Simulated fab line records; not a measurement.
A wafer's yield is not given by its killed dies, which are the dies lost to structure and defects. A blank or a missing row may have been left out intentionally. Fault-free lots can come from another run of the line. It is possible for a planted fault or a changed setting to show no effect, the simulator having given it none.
Chamber matching ; flow nandHarc ; NHARC_THIN_TSV_CMP_21 on cmp-02 has 3 sister chambers
The step polishes, t overpolish 30 s, target thk 2000 nm. 3 wafers are shown with their chamber, then 6 later ones without.

WAFERS, EACH WITH ITS CHAMBER
wafer;chamber;motorCurrentA (A)
L483.5;0;11.2
L484.2;1;13.0
L484.4;2;12.2

WAFERS WITHOUT THEIR CHAMBER
wafer;motorCurrentA (A)
L493.1;12.5
L493.2;11.0
L493.3;11.5
L500.1;12.7
L500.2;11.8
L500.5;11.6

WHICH CHAMBER EACH WENT THROUGH
wafer;from the rows above;in truth
L493.1;can't be placed: 2 or 1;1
L493.2;0;0
L493.3;can't be placed: 0 or 2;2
L500.1;can't be placed: 1 or 2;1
L500.2;can't be placed: 2 or 0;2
L500.5;can't be placed: 0 or 2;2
Correctly placed: 1 of 6. From these rows, 5 cannot be placed; in 5 the true chamber is one of the candidates. 0 placed wrongly.
How it was worked out, from the rows above alone: a wafer's distance from a chamber is the root of the sum, over the readings, of the square of ((its reading less the chamber's mean) divided by the reading's scatter). If the next closest chamber is less than 2 further off than the closest, the wafer can't be placed; otherwise it belongs to the closest. For every chamber, the mean is computed from those of its wafers that are shown. The scatter: root of mean squared gap, hidden wafer to nearest shown wafer, with one shown wafer a chamber.
